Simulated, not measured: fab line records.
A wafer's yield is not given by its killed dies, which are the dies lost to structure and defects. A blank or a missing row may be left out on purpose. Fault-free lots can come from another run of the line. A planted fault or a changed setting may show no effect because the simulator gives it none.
Matching of chambers + flow n5Finfet + 3 sister chambers for N5_BEOL_M9_PECVD_70 on pecvd-04
The step deposits SiO2 from TEOS/O2, target thk 20 nm, time 22.7 s. 3 wafers are shown with their chamber, then 7 later ones without.

## EACH WAFER AND ITS CHAMBER
| wafer  | chamber | throttleValvePct (%) |
|--------|---------|----------------------|
| L086.5 | 0       | 24.9                 |
| L087.2 | 2       | 21.2                 |
| L087.5 | 1       | 24.5                 |

## WAFERS MISSING THEIR CHAMBER
| wafer  | throttleValvePct (%) |
|--------|----------------------|
| L087.6 | 24.8                 |
| L089.1 | 25.1                 |
| L089.2 | 21.2                 |
| L089.6 | 25.0                 |
| L094.2 | 24.9                 |
| L094.4 | 25.3                 |
| L094.6 | 24.5                 |

## EACH ONE'S CHAMBER
| wafer  | from the rows above     | in truth |
|--------|-------------------------|----------|
| L087.6 | can't be placed: 0 or 1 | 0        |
| L089.1 | 0                       | 0        |
| L089.2 | 2                       | 2        |
| L089.6 | 0                       | 0        |
| L094.2 | 0                       | 0        |
| L094.4 | 0                       | 0        |
| L094.6 | 1                       | 1        |
6 of 7 placed correctly. Can't be placed from these rows: 1 (the true chamber is among the candidates in 1). 0 placed wrongly.
How it was worked out, from the rows above alone: a wafer's distance from a chamber is the root of the sum, over the readings, of the square of ((its reading less the chamber's mean) divided by the reading's scatter). If the next closest chamber is less than 2 further off than the closest, the wafer can't be placed; otherwise it belongs to the closest. The mean given for a chamber averages the wafers shown for that chamber. The scatter: with one shown wafer a chamber, the root of the mean of the squares of how far each hidden wafer lies from its nearest shown one.
